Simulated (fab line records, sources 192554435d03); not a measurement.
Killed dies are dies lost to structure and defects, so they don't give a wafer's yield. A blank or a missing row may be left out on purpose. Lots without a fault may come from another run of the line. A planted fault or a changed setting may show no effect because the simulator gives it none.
fab line records | flow n5_finfet
record lots=24 wafers=72 last_day=17
route steps=1938 shown BEOL_M2@904 BEOL_M3@944
lots that met no fault: from a run of the same line without faults
start_h: hours from the record's first day to the start of the lot's first wafer shown | wait_h: hours since the lot's step before | " the same as in the row above | L1.1+2: a row that stands for several wafers | - no value, or no start given | * or withheld: withheld | < > ~ a bound
route shown NAME@n: a module of which the file shows steps, and the number in the route of the first | usual: mean/standard deviation of fault-free wafers | same: alike in all rows | chamber/n: place in a boat | sites: the reading at each site | _std_site: their standard deviation | _edge_site: outer sites' mean less inner sites' | radius_mm: how far each site lies from the wafer's centre | mask NAME#n: copy n | behind: the tool/chamber that last shaped the wafer | hold: why the lot was held/for how many hours/how that ended | device: the transistor (n, p or np) that didn't switch | end of line: the same wafers' tests at the end of the route | a step without rows: its recipe alone | killed: dies lost to structure and defects at the first sort, not the wafer's yield | map: a wafer's dies, x killed, . not, _ none there
set.NAME: the setting as run; set.NAME@STEP: as run at that earlier step | model.NAME: the simulator's own value behind a step, which no gauge read
steps of the route over a sample of lots; a table a step, a row a wafer
services: from which hour (start_h, from the record's first day; less than 0 if before it) a tool's chamber was out of use, for how many hours, and why
## steps
# step N5_BEOL_M2_SPUTTER_48
# recipe material=Cu target_thk_a=45 temp_c=-20 chamber_pressure_pa=0.07 power_w=withheld time_s=8.29
# usual throttle_valve_pct=30.1/0.99
# columns lot.wafer tool chamber start_h wait_h throttle_valve_pct
L074.3 pvd_sputter-03 - 140.09 0.2 30.2
L074.4 " - " " 28.4
L074.5 " - " " 28.2
L075.2 pvd_sputter-02 - 143.90 0.2 31.4
L075.4 " - " " 31.2
L075.6 " - " " 29.6
L077.1 pvd_sputter-02 - 152.48 0.1 31.6
L077.2 " - " " 29.9
L077.5 " - " " 31.5
L076.2 pvd_sputter-03 - 152.68 0.1 30.2
L076.5 " - " " 28.3
L076.6 " - " " 30.2
L078.1 pvd_sputter-03 - 157.95 0.1 30.0
L078.2 " - " " 29.6
L078.6 " - " " 28.6
L080.1 pvd_sputter-01 - 167.83 1.5 29.4
L080.3 " - " " 29.0
L080.5 " - " " 31.3
L079.1 pvd_sputter-02 - 171.86 0.2 30.6
L079.4 " - " " 31.0
L079.5 " - " " 30.4
L081.2 pvd_sputter-01 - 180.96 0.1 29.0
L081.4 " - " " 31.2
L081.6 " - " " 31.2
L082.1 pvd_sputter-01 - 190.84 0.2 30.9
L082.2 " - " " 29.0
L082.6 " - " " 31.2
L083.3 pvd_sputter-01 - 199.70 0.1 29.1
L083.5 " - " " 31.1
L083.6 " - " " 31.4
L085.1 pvd_sputter-02 - 202.35 0.1 30.4
L085.3 " - " " 31.1
L085.6 " - " " 30.4
L084.2 pvd_sputter-03 - 202.85 0.2 30.5
L084.3 " - " " 29.3
L084.6 " - " " 30.1
L086.1 pvd_sputter-03 - 209.47 0.1 29.9
L086.2 " - " " 28.6
L086.5 " - " " 30.3
L087.1 pvd_sputter-01 - 217.79 0.1 31.3
L087.4 " - " " 29.0
L087.6 " - " " 29.2
L089.2 pvd_sputter-03 - 223.27 0.1 30.2
L089.5 " - " " 28.5
L089.6 " - " " 30.1
L088.1 pvd_sputter-02 - 223.45 0.2 31.8
L088.3 " - " " 30.8
L088.6 " - " " 31.6
L090.2 pvd_sputter-03 - 235.17 0.1 30.2
L090.5 " - " " 30.0
L090.6 " - " " 28.4
L091.4 pvd_sputter-02 - 240.68 0.0 31.5
L091.5 " - " " 31.1
L091.6 " - " " 29.6
L092.2 pvd_sputter-03 - 255.70 0.1 30.0
L092.3 " - " " 29.5
L092.5 " - " " 29.9
L093.3 pvd_sputter-03 - 258.06 0.1 30.3
L093.5 " - " " 29.9
L093.6 " - " " 29.8
L094.1 pvd_sputter-02 - 258.78 0.1 29.4
L094.3 " - " " 30.9
L094.5 " - " " 29.7
L096.3 pvd_sputter-03 - 270.40 0.2 29.5
L096.5 " - " " 30.1
L096.6 " - " " 28.4
L095.3 pvd_sputter-01 - 272.12 1.4 29.0
L095.4 " - " " 29.2
L095.5 " - " " 30.8
L097.1 pvd_sputter-01 - 277.01 0.1 31.6
L097.2 " - " " 29.2
L097.6 " - " " 29.1
# step N5_BEOL_M2_SPUTTER_96
# recipe material=Cu target_thk_a=45 temp_c=-20 chamber_pressure_pa=0.07 power_w=withheld time_s=8.29
# usual throttle_valve_pct=30.1/0.96
# columns lot.wafer tool chamber start_h wait_h throttle_valve_pct
L074.3 pvd_sputter-03 - 141.85 0.1 30.1
L074.4 " - " " 28.7
L074.5 " - " " 28.4
L075.2 pvd_sputter-02 - 145.66 0.1 31.3
L075.4 " - " " 30.8
L075.6 " - " " 29.5
L077.1 pvd_sputter-02 - 154.24 0.1 31.8
L077.2 " - " " 29.7
L077.5 " - " " 31.3
L076.2 pvd_sputter-03 - 154.44 0.1 30.3
L076.5 " - " " 28.4
L076.6 " - " " 30.2
L078.1 pvd_sputter-03 - 159.71 0.1 30.1
L078.2 " - " " 29.7
L078.6 " - " " 28.3
L080.1 pvd_sputter-01 - 169.59 0.1 29.1
L080.3 " - " " 29.0
L080.5 " - " " 31.1
L079.1 pvd_sputter-02 - 173.62 0.1 30.5
L079.4 " - " " 31.1
L079.5 " - " " 30.5
L081.2 pvd_sputter-01 - 182.72 0.1 29.2
L081.4 " - " " 31.1
L081.6 " - " " 31.3
L082.1 pvd_sputter-01 - 192.60 0.1 30.9
L082.2 " - " " 29.6
L082.6 " - " " 30.9
L083.3 pvd_sputter-01 - 201.46 0.1 29.2
L083.5 " - " " 30.9
L083.6 " - " " 31.7
L085.1 pvd_sputter-02 - 204.11 0.1 30.3
L085.3 " - " " 31.1
L085.6 " - " " 30.4
L084.2 pvd_sputter-03 - 204.61 0.1 30.1
L084.3 " - " " 29.6
L084.6 " - " " 30.1
L086.1 pvd_sputter-03 - 211.23 0.1 29.9
L086.2 " - " " 28.4
L086.5 " - " " 30.3
L087.1 pvd_sputter-01 - 219.55 0.1 31.7
L087.4 " - " " 29.2
L087.6 " - " " 29.1
L089.2 pvd_sputter-03 - 225.03 0.1 30.3
L089.5 " - " " 28.5
L089.6 " - " " 30.1
L088.1 pvd_sputter-02 - 225.21 0.1 31.5
L088.3 " - " " 31.2
L088.6 " - " " 31.3
L090.2 pvd_sputter-03 - 236.93 0.1 29.9
L090.5 " - " " 30.0
L090.6 " - " " 28.6
L091.4 pvd_sputter-02 - 244.15 0.1 31.3
L091.5 " - " " 30.9
L091.6 " - " " 29.6
L092.2 pvd_sputter-03 - 257.46 0.1 30.2
L092.3 " - " " 29.7
L092.5 " - " " 30.2
L093.3 pvd_sputter-03 - 259.82 0.1 30.3
L093.5 " - " " 30.1
L093.6 " - " " 29.5
L094.1 pvd_sputter-02 - 260.54 0.1 29.6
L094.3 " - " " 30.9
L094.5 " - " " 29.6
L096.3 pvd_sputter-03 - 272.16 0.1 29.8
L096.5 " - " " 30.3
L096.6 " - " " 28.4
L095.3 pvd_sputter-01 - 273.88 0.1 29.1
L095.4 " - " " 29.3
L095.5 " - " " 31.0
L097.1 pvd_sputter-01 - 278.77 0.1 31.1
L097.2 " - " " 29.4
L097.6 " - " " 28.9
# step N5_BEOL_M2_ANNEAL_51
# recipe temp_c=225 time_s=90 ambient=N2
# usual anneal_temp_c=225.01/0.17 wafer_temp_C_max=225.9/0.33
# columns lot.wafer tool chamber start_h wait_h anneal_temp_c wafer_temp_C_max
L074.3 rtp_anneal-02 0 142.13 0.1 225.09 226.1
L074.4 " 0 " " 225.15 226.0
L074.5 " 0 " " 225.05 225.7
L075.2 rtp_anneal-01 0 145.90 0.1 225.06 225.9
L075.4 " 0 " " 225.04 225.8
L075.6 " 0 " " 224.88 225.8
L077.1 rtp_anneal-01 0 154.44 0.1 225.14 225.7
L077.2 " 0 " " 224.95 225.5
L077.5 " 0 " " 225.20 225.7
L076.2 rtp_anneal-02 0 154.68 0.1 224.74 225.7
L076.5 " 0 " " 224.83 225.9
L076.6 " 0 " " 225.13 226.6
L078.1 rtp_anneal-02 0 160.02 0.2 224.90 225.8
L078.2 " 0 " " 225.31 226.1
L078.6 " 0 " " 224.94 226.0
L080.1 rtp_anneal-01 0 169.79 0.1 225.17 225.7
L080.3 " 0 " " 225.16 225.7
L080.5 " 0 " " 225.14 225.7
L079.1 rtp_anneal-01 0 173.82 0.1 224.88 225.7
L079.4 " 0 " " 224.89 225.7
L079.5 " 0 " " 224.93 225.9
L081.2 rtp_anneal-02 0 182.96 0.1 224.96 225.7
L081.4 " 0 " " 225.10 226.4
L081.6 " 0 " " 225.03 226.3
L082.1 rtp_anneal-02 0 192.80 0.1 224.86 226.1
L082.2 " 0 " " 224.96 226.1
L082.6 " 0 " " 224.89 225.9
L083.3 rtp_anneal-01 0 201.81 0.2 224.72 225.4
L083.5 " 0 " " 224.88 225.3
L083.6 " 0 " " 225.00 225.2
L085.1 rtp_anneal-01 0 204.31 0.1 224.70 225.5
L085.3 " 0 " " 224.96 226.0
L085.6 " 0 " " 225.08 225.7
L084.2 rtp_anneal-01 0 204.87 0.1 225.14 225.6
L084.3 " 0 " " 224.91 225.4
L084.6 " 0 " " 225.10 225.7
L086.1 rtp_anneal-02 0 211.43 0.1 224.78 226.1
L086.2 " 0 " " 225.04 226.8
L086.5 " 0 " " 225.01 225.8
L087.1 rtp_anneal-02 0 219.74 0.1 224.93 226.6
L087.4 " 0 " " 224.95 226.1
L087.6 " 0 " " 224.98 226.3
L089.2 rtp_anneal-01 0 225.49 0.3 224.90 226.0
L089.5 " 0 " " 225.06 226.0
L089.6 " 0 " " 225.01 225.8
L088.1 rtp_anneal-02 0 225.75 0.4 224.82 226.6
L088.3 " 0 " " 224.81 226.2
L088.6 " 0 " " 224.74 226.1
L090.2 rtp_anneal-01 0 237.17 0.1 225.05 226.0
L090.5 " 0 " " 224.84 225.9
L090.6 " 0 " " 225.13 225.5
L091.4 rtp_anneal-01 0 244.48 0.2 225.09 225.6
L091.5 " 0 " " 224.90 225.5
L091.6 " 0 " " 225.07 225.9
L092.2 rtp_anneal-01 0 257.81 0.2 225.38 225.9
L092.3 " 0 " " 225.10 225.5
L092.5 " 0 " " 224.96 225.5
L093.3 rtp_anneal-02 0 260.26 0.3 224.92 226.2
L093.5 " 0 " " 225.14 226.6
L093.6 " 0 " " 224.90 226.0
L094.1 rtp_anneal-02 0 260.74 0.1 225.17 226.0
L094.3 " 0 " " 225.31 226.6
L094.5 " 0 " " 225.20 226.3
L096.3 rtp_anneal-01 0 272.45 0.1 225.47 225.6
L096.5 " 0 " " 225.24 225.6
L096.6 " 0 " " 225.28 225.7
L095.3 rtp_anneal-01 0 274.17 0.1 224.94 225.9
L095.4 " 0 " " 224.99 225.6
L095.5 " 0 " " 224.81 225.5
L097.1 rtp_anneal-02 0 279.00 0.1 224.90 226.9
L097.2 " 0 " " 224.62 226.0
L097.6 " 0 " " 225.06 226.5
# step N5_BEOL_M3_CD_MEAS_11
# recipe target_cd_nm=17.05 landing_energy_ev=500 detector=se_inlens polarity=opening
# usual cd_nm=17.00/0.26
# columns lot.wafer tool chamber start_h wait_h cd_nm
L074.3 cd_sem-02 0 144.18 - 16.68
L074.4 " 0 " " 17.08
L074.5 " 0 " " 16.91
L075.2 cd_sem-03 0 148.15 - 16.57
L075.4 " 0 " " 16.51
L075.6 " 0 " " 16.45
L077.1 cd_sem-03 0 158.20 - 16.96
L077.2 " 0 " " 17.36
L077.5 " 0 " " 17.06
L076.2 cd_sem-01 0 158.50 - 16.88
L076.5 " 0 " " 16.79
L076.6 " 0 " " 17.39
L078.1 cd_sem-01 0 162.44 - 16.98
L078.2 " 0 " " 17.01
L078.6 " 0 " " 16.85
L080.1 cd_sem-02 0 171.65 - 16.92
L080.3 " 0 " " 17.36
L080.5 " 0 " " 17.60
L079.1 cd_sem-02 0 178.94 - 16.92
L079.4 " 0 " " 17.05
L079.5 " 0 " " 17.13
L081.2 cd_sem-01 0 186.83 - 16.81
L081.4 " 0 " " 17.22
L081.6 " 0 " " 17.07
L082.1 cd_sem-02 0 194.89 - 17.02
L082.2 " 0 " " 16.85
L082.6 " 0 " " 17.14
L083.3 cd_sem-03 0 204.70 - 17.23
L083.5 " 0 " " 17.31
L083.6 " 0 " " 17.02
L085.1 cd_sem-03 0 207.76 - 17.27
L085.3 " 0 " " 16.90
L085.6 " 0 " " 16.77
L084.2 cd_sem-02 0 207.82 - 16.81
L084.3 " 0 " " 16.88
L084.6 " 0 " " 16.87
L086.1 cd_sem-01 0 214.14 - 16.99
L086.2 " 0 " " 16.90
L086.5 " 0 " " 16.72
L087.1 cd_sem-01 0 222.06 - 17.26
L087.4 " 0 " " 17.15
L087.6 " 0 " " 16.92
L089.2 cd_sem-01 0 228.43 - 17.10
L089.5 " 0 " " 17.29
L089.6 " 0 " " 17.03
L088.1 cd_sem-03 0 228.55 - 17.15
L088.3 " 0 " " 16.87
L088.6 " 0 " " 17.03
L090.2 cd_sem-03 0 239.45 - 17.10
L090.5 " 0 " " 17.01
L090.6 " 0 " " 17.08
L091.4 cd_sem-02 0 247.76 - 17.01
L091.5 " 0 " " 16.60
L091.6 " 0 " " 16.65
L092.2 cd_sem-01 0 261.37 - 16.86
L092.3 " 0 " " 16.89
L092.5 " 0 " " 16.90
L093.3 cd_sem-02 0 262.37 - 17.14
L093.5 " 0 " " 16.92
L093.6 " 0 " " 16.98
L094.1 cd_sem-02 0 262.56 - 16.94
L094.3 " 0 " " 17.38
L094.5 " 0 " " 17.33
L096.3 cd_sem-01 0 276.15 - 16.63
L096.5 " 0 " " 16.60
L096.6 " 0 " " 16.67
L095.3 cd_sem-01 0 276.33 - 17.12
L095.4 " 0 " " 16.78
L095.5 " 0 " " 17.19
L097.1 cd_sem-03 0 282.21 - 17.22
L097.2 " 0 " " 17.36
L097.6 " 0 " " 17.41
# step N5_BEOL_M3_STRIP_66
# recipe chemistry=CF4 resist=SiARC power_w=300 bias_power_w=75 pressure_mtorr=50 cf4_flow_sccm=150 rf_frequency_hz=6e+07
# usual drypump_motor_current_A=5.84/0.24 oes_product_au=0.77/0.073 rf_fwd_power_W=292.7/0.81 rf_vpp_V=271.0/1.4 showerhead_plenum_p_Torr=1.80/0.048 throttle_valve_pct=13.56/0.22
# columns lot.wafer tool chamber start_h wait_h drypump_motor_current_A oes_product_au rf_fwd_power_W rf_hours_counter_h rf_vpp_V showerhead_plenum_p_Torr throttle_valve_pct
L074.3 rie_diel-02 2 144.51 0.0 5.96 0.75 291.5 154 272.1 1.77 13.29
L074.4 " 1 " " 5.93 0.84 292.7 - 273.7 1.89 13.29
L074.5 " 0 " " 5.46 0.93 293.3 - 269.9 1.79 13.39
L075.2 rie_diel-06 2 148.48 0.0 6.05 0.70 292.7 189 272.2 1.76 13.61
L075.4 " 0 " " 5.78 0.73 291.5 164 270.6 1.86 13.66
L075.6 " 3 " " 5.76 0.71 293.1 - 272.2 1.80 13.99
L077.1 rie_diel-03 0 158.53 0.0 5.74 0.75 291.8 160 270.3 1.74 13.74
L077.2 " 2 " " 6.04 0.79 294.3 79 269.9 1.83 13.59
L077.5 " 2 " " 6.03 0.79 292.7 - 272.9 1.83 13.60
L076.2 rie_diel-02 2 158.83 0.0 5.96 0.74 293.5 158 270.9 1.77 13.30
L076.5 " 1 " " 5.98 0.83 292.7 - 272.5 1.89 13.30
L076.6 " 0 " " 5.49 0.92 294.0 - 271.2 1.79 13.39
L078.1 rie_diel-02 0 162.85 0.0 5.51 0.91 292.3 12 271.8 1.79 13.40
L078.2 " 1 " " 5.99 0.83 291.7 58 273.3 1.89 13.31
L078.6 " 3 " " 6.15 0.92 293.4 - 270.6 1.78 13.26
L080.1 rie_diel-03 1 171.98 0.0 5.48 0.70 292.9 202 272.0 1.76 13.88
L080.3 " 2 " " 6.02 0.78 293.3 82 268.9 1.83 13.60
L080.5 " 3 " " 5.83 0.71 292.2 - 272.1 1.85 13.62
L079.1 rie_diel-02 1 179.27 0.0 6.01 0.82 291.6 63 273.9 1.89 13.31
L079.4 " 0 " " 5.44 0.90 293.3 17 268.9 1.79 13.41
L079.5 " 0 " " 5.52 0.90 293.4 - 270.3 1.79 13.42
L081.2 rie_diel-02 0 187.17 0.0 5.49 0.89 292.6 20 268.6 1.79 13.40
L081.4 " 2 " " 5.98 0.73 290.8 168 270.8 1.77 13.34
L081.6 " 3 " " 6.15 0.90 292.8 - 270.0 1.78 13.27
L082.1 rie_diel-03 1 195.22 0.0 5.48 0.70 292.1 209 270.1 1.76 13.89
L082.2 " 0 " " 5.74 0.75 293.6 170 270.7 1.73 13.72
L082.6 " 2 " " 6.03 0.79 291.6 - 272.2 1.83 13.60
L083.3 rie_diel-02 0 205.49 0.0 5.47 0.88 294.3 26 272.9 1.79 13.43
L083.5 " 1 " " 5.98 0.81 293.4 - 272.1 1.89 13.32
L083.6 " 2 " " 5.96 0.73 292.0 - 270.6 1.76 13.35
L085.1 rie_diel-02 1 208.09 0.0 5.98 0.81 293.0 72 273.7 1.89 13.34
L085.3 " 0 " " 5.47 0.88 292.5 27 269.0 1.79 13.45
L085.6 " 1 " " 5.97 0.81 293.0 - 272.8 1.89 13.35
L084.2 rie_diel-03 2 208.16 0.0 6.05 0.77 292.8 93 272.2 1.83 13.63
L084.3 " 0 " " 5.72 0.74 294.7 175 269.5 1.73 13.73
L084.6 " 3 " " 5.78 0.70 292.4 - 271.3 1.85 13.65
L086.1 rie_diel-02 1 214.47 0.0 5.97 0.80 294.0 74 272.6 1.89 13.35
L086.2 " 0 " " 5.57 0.87 293.1 29 268.5 1.79 13.44
L086.5 " 0 " " 5.53 0.88 291.7 - 269.9 1.79 13.43
L087.1 rie_diel-03 0 222.52 0.0 5.74 0.74 293.1 180 270.6 1.73 13.75
L087.4 " 1 " " 5.49 0.70 292.7 218 270.5 1.76 13.91
L087.6 " 0 " " 5.72 0.74 292.0 - 271.5 1.73 13.73
L089.2 rie_diel-03 2 228.80 0.0 6.04 0.76 292.5 99 272.1 1.83 13.65
L089.5 " 0 " " 5.73 0.74 292.1 - 270.3 1.73 13.75
L089.6 " 1 " " 5.48 0.69 293.4 - 272.0 1.76 13.91
L088.1 rie_diel-03 3 229.03 0.0 5.78 0.69 293.6 239 272.2 1.85 13.66
L088.3 " 2 " " 6.05 0.76 293.0 99 271.1 1.82 13.63
L088.6 " 0 " " 5.70 0.73 292.9 - 268.9 1.73 13.75
L090.2 rie_diel-02 1 239.78 0.0 5.97 0.80 292.8 82 273.4 1.88 13.36
L090.5 " 2 " " 5.94 0.73 292.6 - 270.4 1.76 13.38
L090.6 " 1 " " 5.95 0.80 292.8 - 273.1 1.88 13.38
L091.4 rie_diel-06 2 248.12 0.0 6.04 0.68 293.7 218 271.7 1.76 13.67
L091.5 " 2 " " 6.03 0.68 293.5 - 270.3 1.76 13.69
L091.6 " 1 " " 6.49 0.83 292.7 - 270.4 1.83 13.31
L092.2 rie_diel-03 0 261.76 0.0 5.74 0.73 293.5 185 269.2 1.73 13.77
L092.3 " 2 " " 6.05 0.76 292.2 110 272.9 1.82 13.66
L092.5 " 0 " " 5.74 0.73 293.1 - 269.0 1.73 13.77
L093.3 rie_diel-03 0 262.70 0.0 5.75 0.73 292.7 186 270.4 1.73 13.76
L093.5 " 2 " " 6.05 0.76 293.0 - 271.3 1.82 13.67
L093.6 " 3 " " 5.83 0.69 292.8 - 271.1 1.85 13.71
L094.1 rie_diel-03 0 262.93 0.0 5.75 0.73 292.9 186 269.0 1.73 13.77
L094.3 " 3 " " 5.81 0.69 292.7 249 272.1 1.85 13.69
L094.5 " 2 " " 6.03 0.76 292.8 - 271.5 1.82 13.65
L096.3 rie_diel-03 1 276.47 0.0 5.51 0.68 292.7 236 270.1 1.75 13.97
L096.5 " 1 " " 5.49 0.68 292.8 - 269.4 1.75 13.95
L096.6 " 2 " " 6.05 0.76 294.8 - 271.4 1.82 13.68
L095.3 rie_diel-02 1 276.98 0.0 5.97 0.79 291.5 94 273.1 1.88 13.39
L095.4 " 0 " " 5.50 0.85 293.6 48 270.8 1.78 13.48
L095.5 " 0 " " 5.47 0.85 292.3 - 270.4 1.78 13.49
L097.1 rie_diel-02 3 282.84 0.0 6.15 0.84 291.7 42 270.7 1.77 13.35
L097.2 " 0 " " 5.47 0.85 292.1 50 269.7 1.78 13.48
L097.6 " 2 " " 5.93 0.71 293.4 - 271.3 1.76 13.41
# step N5_BEOL_M3_CD_MEAS_18
# recipe pitch_nm=36 target_cd_nm=18
# usual cd_nm=18.0/0.43
# columns lot.wafer tool chamber start_h wait_h cd_nm
L074.3 cd_sem-02 - 144.74 0.1 18.2
L074.4 " - " " 18.5
L074.5 " - " " 18.0
L075.2 cd_sem-03 - 148.80 0.1 17.9
L075.4 " - " " 17.7
L075.6 " - " " 18.0
L077.1 cd_sem-03 - 158.75 0.0 17.9
L077.2 " - " " 18.7
L077.5 " - " " 18.3
L076.2 cd_sem-02 - 159.05 0.1 18.2
L076.5 " - " " 18.4
L076.6 " - " " 18.1
L078.1 cd_sem-03 - 163.17 0.0 17.6
L078.2 " - " " 18.0
L078.6 " - " " 18.1
L080.1 cd_sem-01 - 172.20 0.0 18.1
L080.3 " - " " 18.7
L080.5 " - " " 17.6
L079.1 cd_sem-02 - 179.49 0.0 17.7
L079.4 " - " " 17.8
L079.5 " - " " 17.4
L081.2 cd_sem-01 - 187.39 0.1 17.7
L081.4 " - " " 18.6
L081.6 " - " " 18.0
L082.1 cd_sem-01 - 195.44 0.0 17.8
L082.2 " - " " 17.7
L082.6 " - " " 18.3
L083.3 cd_sem-01 - 205.84 0.1 18.0
L083.5 " - " " 17.9
L083.6 " - " " 18.6
L085.1 cd_sem-02 - 208.31 0.0 18.3
L085.3 " - " " 17.5
L085.6 " - " " 18.2
L084.2 cd_sem-02 - 208.38 0.1 18.7
L084.3 " - " " 17.1
L084.6 " - " " 17.2
L086.1 cd_sem-03 - 214.69 0.0 18.0
L086.2 " - " " 18.1
L086.5 " - " " 17.4
L087.1 cd_sem-01 - 222.74 0.0 18.0
L087.4 " - " " 17.8
L087.6 " - " " 17.1
L089.2 cd_sem-01 - 229.12 0.1 18.7
L089.5 " - " " 17.9
L089.6 " - " " 18.2
L088.1 cd_sem-03 - 229.33 0.0 17.6
L088.3 " - " " 18.8
L088.6 " - " " 17.3
L090.2 cd_sem-01 - 240.08 0.1 17.8
L090.5 " - " " 18.4
L090.6 " - " " 17.9
L091.4 cd_sem-01 - 248.60 0.0 18.2
L091.5 " - " " 18.2
L091.6 " - " " 18.3
L092.2 cd_sem-01 - 262.04 0.1 17.7
L092.3 " - " " 18.5
L092.5 " - " " 17.6
L093.3 cd_sem-01 - 262.93 0.1 17.8
L093.5 " - " " 18.8
L093.6 " - " " 17.7
L094.1 cd_sem-02 - 263.15 0.0 18.0
L094.3 " - " " 17.6
L094.5 " - " " 18.3
L096.3 cd_sem-01 - 276.78 0.1 17.5
L096.5 " - " " 17.4
L096.6 " - " " 18.6
L095.3 cd_sem-02 - 277.22 0.1 18.1
L095.4 " - " " 17.9
L095.5 " - " " 18.1
L097.1 cd_sem-03 - 283.11 0.0 18.4
L097.2 " - " " 18.0
L097.6 " - " " 18.3
## services
# columns tool chamber start_h hours kind
rie_diel-02 0 119.54 - clean
rie_diel-02 0 119.54 - consumable_replace:focus_ring
rie_diel-02 0 119.54 13.2 scheduled_down
rie_diel-02 0 119.54 13.2 vent_cycle
rie_diel-02 3 133.06 - clean
rie_diel-02 3 133.06 - consumable_replace:focus_ring
rie_diel-02 3 133.06 21.0 scheduled_down
rie_diel-02 3 133.06 21.0 vent_cycle
pvd_sputter-01 - 144.28 0.7 repair
rtp_anneal-02 - 175.38 5.5 pm
pvd_sputter-02 - 177.09 4.0 repair
rie_diel-03 - 220.73 0.9 repair
rie_diel-02 3 229.20 1.3 repair
rie_diel-03 0 237.94 16.9 repair
rie_diel-03 3 265.27 - clean
rie_diel-03 3 265.27 - consumable_replace:esc
rie_diel-03 3 265.27 - consumable_replace:focus_ring
rie_diel-03 3 265.27 20.3 scheduled_down
rie_diel-03 3 265.27 20.3 vent_cycle
## key
fault none
